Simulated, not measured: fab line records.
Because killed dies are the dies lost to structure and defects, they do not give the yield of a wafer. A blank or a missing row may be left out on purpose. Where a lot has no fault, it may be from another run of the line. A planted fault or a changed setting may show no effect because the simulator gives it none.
Matching of chambers || flow n5Finfet || rieDiel-01 running N5_BEOL_M5_STRIP_19: 4 sister chambers
The step strips in O2. 16 wafers are shown with their chamber, then 8 later ones without.

## WAFERS, EACH WITH ITS CHAMBER
{"wafer": "L076.3", "chamber": 0, "drypumpMotorCurrentA (A)": 5.4, "showerheadPlenumPTorr (Torr)": 2.14, "throttleValvePct (%)": 16.99}
{"wafer": "L076.4", "chamber": 2, "drypumpMotorCurrentA (A)": 5.5, "showerheadPlenumPTorr (Torr)": 2.07, "throttleValvePct (%)": 16.35}
{"wafer": "L076.5", "chamber": 3, "drypumpMotorCurrentA (A)": 5.9, "showerheadPlenumPTorr (Torr)": 2.22, "throttleValvePct (%)": 16.66}
{"wafer": "L077.2", "chamber": 2, "drypumpMotorCurrentA (A)": 5.6, "showerheadPlenumPTorr (Torr)": 2.07, "throttleValvePct (%)": 16.36}
{"wafer": "L077.3", "chamber": 1, "drypumpMotorCurrentA (A)": 6.4, "showerheadPlenumPTorr (Torr)": 2.05, "throttleValvePct (%)": 16.47}
{"wafer": "L077.6", "chamber": 3, "drypumpMotorCurrentA (A)": 5.9, "showerheadPlenumPTorr (Torr)": 2.22, "throttleValvePct (%)": 16.65}
{"wafer": "L083.2", "chamber": 1, "drypumpMotorCurrentA (A)": 6.4, "showerheadPlenumPTorr (Torr)": 2.05, "throttleValvePct (%)": 16.46}
{"wafer": "L083.3", "chamber": 3, "drypumpMotorCurrentA (A)": 5.9, "showerheadPlenumPTorr (Torr)": 2.21, "throttleValvePct (%)": 16.66}
{"wafer": "L083.5", "chamber": 2, "drypumpMotorCurrentA (A)": 5.6, "showerheadPlenumPTorr (Torr)": 2.06, "throttleValvePct (%)": 16.37}
{"wafer": "L085.3", "chamber": 0, "drypumpMotorCurrentA (A)": 5.4, "showerheadPlenumPTorr (Torr)": 2.13, "throttleValvePct (%)": 17.03}
{"wafer": "L085.4", "chamber": 1, "drypumpMotorCurrentA (A)": 6.4, "showerheadPlenumPTorr (Torr)": 2.04, "throttleValvePct (%)": 16.51}
{"wafer": "L085.6", "chamber": 1, "drypumpMotorCurrentA (A)": 6.5, "showerheadPlenumPTorr (Torr)": 2.04, "throttleValvePct (%)": 16.49}
{"wafer": "L087.2", "chamber": 1, "drypumpMotorCurrentA (A)": 6.5, "showerheadPlenumPTorr (Torr)": 2.04, "throttleValvePct (%)": 16.50}
{"wafer": "L087.5", "chamber": 2, "drypumpMotorCurrentA (A)": 5.6, "showerheadPlenumPTorr (Torr)": 2.06, "throttleValvePct (%)": 16.39}
{"wafer": "L087.6", "chamber": 3, "drypumpMotorCurrentA (A)": 5.9, "showerheadPlenumPTorr (Torr)": 2.21, "throttleValvePct (%)": 16.69}
{"wafer": "L091.1", "chamber": 2, "drypumpMotorCurrentA (A)": 5.6, "showerheadPlenumPTorr (Torr)": 2.06, "throttleValvePct (%)": 16.42}

SIGNATURES (means of the wafers above)
{"reading": "drypumpMotorCurrentA", "chamber 0": 5.400, "chamber 1": 6.440, "chamber 2": 5.580, "chamber 3": 5.900, "scatter within a chamber": 0.0408}
{"reading": "showerheadPlenumPTorr", "chamber 0": 2.1350, "chamber 1": 2.0440, "chamber 2": 2.0640, "chamber 3": 2.2150, "scatter within a chamber": 0.0057}
{"reading": "throttleValvePct", "chamber 0": 17.0100, "chamber 1": 16.4860, "chamber 2": 16.3780, "chamber 3": 16.6650, "scatter within a chamber": 0.0233}
Rule: a wafer's distance from a chamber is the root of the sum, over the readings, of the square of ((its reading less the chamber's mean) divided by the reading's scatter). The wafer belongs to the nearest chamber; if the next one is less than 2 further off, it can't be placed. The scatter is the square root of a quotient: the sum, over the shown wafers, of each reading's squared deviation from its chamber's mean, divided by wafers minus chambers.

## WAFERS MISSING THEIR CHAMBER
{"wafer": "L091.3", "drypumpMotorCurrentA (A)": 5.9, "showerheadPlenumPTorr (Torr)": 2.21, "throttleValvePct (%)": 16.70}
{"wafer": "L091.6", "drypumpMotorCurrentA (A)": 5.9, "showerheadPlenumPTorr (Torr)": 2.21, "throttleValvePct (%)": 16.70}
{"wafer": "L093.1", "drypumpMotorCurrentA (A)": 6.4, "showerheadPlenumPTorr (Torr)": 2.04, "throttleValvePct (%)": 16.51}
{"wafer": "L093.2", "drypumpMotorCurrentA (A)": 5.4, "showerheadPlenumPTorr (Torr)": 2.13, "throttleValvePct (%)": 17.03}
{"wafer": "L093.5", "drypumpMotorCurrentA (A)": 5.9, "showerheadPlenumPTorr (Torr)": 2.21, "throttleValvePct (%)": 16.72}
{"wafer": "L092.2", "drypumpMotorCurrentA (A)": 5.4, "showerheadPlenumPTorr (Torr)": 2.13, "throttleValvePct (%)": 17.04}
{"wafer": "L092.4", "drypumpMotorCurrentA (A)": 6.5, "showerheadPlenumPTorr (Torr)": 2.04, "throttleValvePct (%)": 16.51}
{"wafer": "L092.6", "drypumpMotorCurrentA (A)": 6.5, "showerheadPlenumPTorr (Torr)": 2.04, "throttleValvePct (%)": 16.51}

## CHAMBER TAKEN BY EACH
{"wafer": "L091.3", "from the rows above": 3, "in truth": 3}
{"wafer": "L091.6", "from the rows above": 3, "in truth": 3}
{"wafer": "L093.1", "from the rows above": 1, "in truth": 1}
{"wafer": "L093.2", "from the rows above": 0, "in truth": 0}
{"wafer": "L093.5", "from the rows above": 3, "in truth": 3}
{"wafer": "L092.2", "from the rows above": 0, "in truth": 0}
{"wafer": "L092.4", "from the rows above": 1, "in truth": 1}
{"wafer": "L092.6", "from the rows above": 1, "in truth": 1}
Placed correctly: 8 of 8. Number that these rows cannot place: 0. Placed wrongly: 0.
